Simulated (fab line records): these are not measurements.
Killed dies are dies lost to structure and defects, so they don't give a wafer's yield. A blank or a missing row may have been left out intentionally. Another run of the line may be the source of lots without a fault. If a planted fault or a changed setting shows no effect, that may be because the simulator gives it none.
Matching of chambers    flow n5 finfet    4 sister chambers for N5_FIN_SAQP_ETCH_65 on rie si-03
The step etches SiO2 in CF4, target depth 4 nm, time 4.4 s. 14 wafers are shown with their chamber, then 7 later ones without.

== WAFERS PAIRED WITH THEIR CHAMBERS ==
wafer   chamber  throttle valve pct (%)  drypump motor current A (A)  oes product au (a.u.)
L076.1  2        21.81                   5.8                          1.015
L076.4  0        21.77                   5.5                          1.014
L076.6  3        21.81                   5.5                          1.029
L077.3  3        21.82                   5.5                          1.049
L077.5  2        21.81                   5.8                          1.017
L077.6  3        21.85                   5.5                          1.041
L079.3  0        21.76                   5.5                          1.002
L079.4  3        21.82                   5.5                          1.032
L079.6  2        21.81                   5.8                          1.011
L083.2  1        21.55                   5.8                          0.985
L083.5  0        21.76                   5.5                          0.990
L083.6  1        21.55                   5.8                          0.982
L091.2  0        21.77                   5.4                          1.023
L091.3  3        21.83                   5.5                          1.038

SIGNATURES (means of the wafers above)
reading                  chamber 0  chamber 1  chamber 2  chamber 3  scatter within a chamber
throttle valve pct       21.7650    21.5500    21.8100    21.8260    0.0101
drypump motor current A  5.475      5.800      5.800      5.500      0.0274
oes product au           1.00725    0.98350    1.01433    1.03780    0.00943
Rule: for a wafer and a chamber, the distance is found by dividing, reading by reading, the gap between the wafer's reading and the chamber's mean by the reading's scatter, squaring, summing and taking the root. If the next closest chamber is less than 2 further off than the closest, the wafer can't be placed; otherwise it belongs to the closest. The scatter: take each reading less its chamber's mean, square it, sum over the shown wafers, divide by the number of wafers less the number of chambers, and take the root.

== WAFERS WITHOUT THEIR CHAMBER ==
wafer   throttle valve pct (%)  drypump motor current A (A)  oes product au (a.u.)
L091.6  21.84                   5.5                          1.030
L092.2  21.83                   5.5                          1.035
L092.3  21.78                   5.5                          1.018
L092.4  21.83                   5.8                          0.998
L093.1  21.54                   5.8                          0.986
L093.3  21.75                   5.5                          1.014
L093.6  21.82                   5.8                          1.008

== THE CHAMBER EACH PASSED THROUGH ==
wafer   from the rows above  in truth
L091.6  3                    3
L092.2  3                    3
L092.3  0                    0
L092.4  2                    2
L093.1  1                    1
L093.3  0                    0
L093.6  2                    2
Correctly placed: 7 of 7. Left unplaced by these rows: 0. 0 placed wrongly.
